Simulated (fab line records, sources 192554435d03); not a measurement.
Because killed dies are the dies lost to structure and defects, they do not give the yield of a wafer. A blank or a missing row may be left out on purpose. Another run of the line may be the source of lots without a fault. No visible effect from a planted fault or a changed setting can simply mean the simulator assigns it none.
Matching of chambers ; flow n5_finfet ; 4 sister chambers for N5_PMOS_HMC_CHANNEL_EPI_FIN_RECESS_16 on rie_si-01
The step chemistry HBr/Cl2, target Si, target depth 54 nm, time 18 s. 8 wafers are shown with their chamber, then 10 later ones without.

## WAFERS PAIRED WITH THEIR CHAMBERS
wafer;chamber;drypump_motor_current_A (A);oes_product_au (a.u.)
L082.3;0;5.8;1.026
L082.6;3;5.5;0.976
L086.4;0;5.8;1.017
L088.1;2;5.8;1.002
L088.2;1;5.6;0.971
L088.4;3;5.5;0.987
L089.1;1;5.5;0.962
L089.3;2;5.9;0.993

## WAFERS WHOSE CHAMBER IS MISSING
wafer;drypump_motor_current_A (A);oes_product_au (a.u.)
L089.6;5.8;1.026
L090.1;5.8;1.002
L090.4;5.5;0.968
L090.6;5.7;1.033
L091.4;5.5;0.967
L091.5;5.5;0.964
L091.6;5.9;1.007
L095.1;5.6;0.961
L095.3;5.5;0.977
L095.6;5.8;1.020

## WHICH CHAMBER EACH WENT THROUGH
wafer;from the rows above;in truth
L089.6;0;0
L090.1;can't be placed: 2 or 0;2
L090.4;can't be placed: 1 or 3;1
L090.6;0;0
L091.4;can't be placed: 1 or 3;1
L091.5;can't be placed: 1 or 3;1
L091.6;can't be placed: 2 or 0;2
L095.1;1;1
L095.3;can't be placed: 3 or 1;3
L095.6;0;0
Correct placement for 4 of the 10. These rows do not allow placing 6 (true chamber among the candidates in 6). Number placed wrongly: 0.
How it was worked out, from the rows above alone: a wafer's distance from a chamber is the root of the sum, over the readings, of the square of ((its reading less the chamber's mean) divided by the reading's scatter). The wafer belongs to the nearest chamber; if the next one is less than 2 further off, it can't be placed. For every chamber, the mean is computed from those of its wafers that are shown. The scatter is the square root of a quotient: the sum, over the shown wafers, of each reading's squared deviation from its chamber's mean, divided by wafers minus chambers.
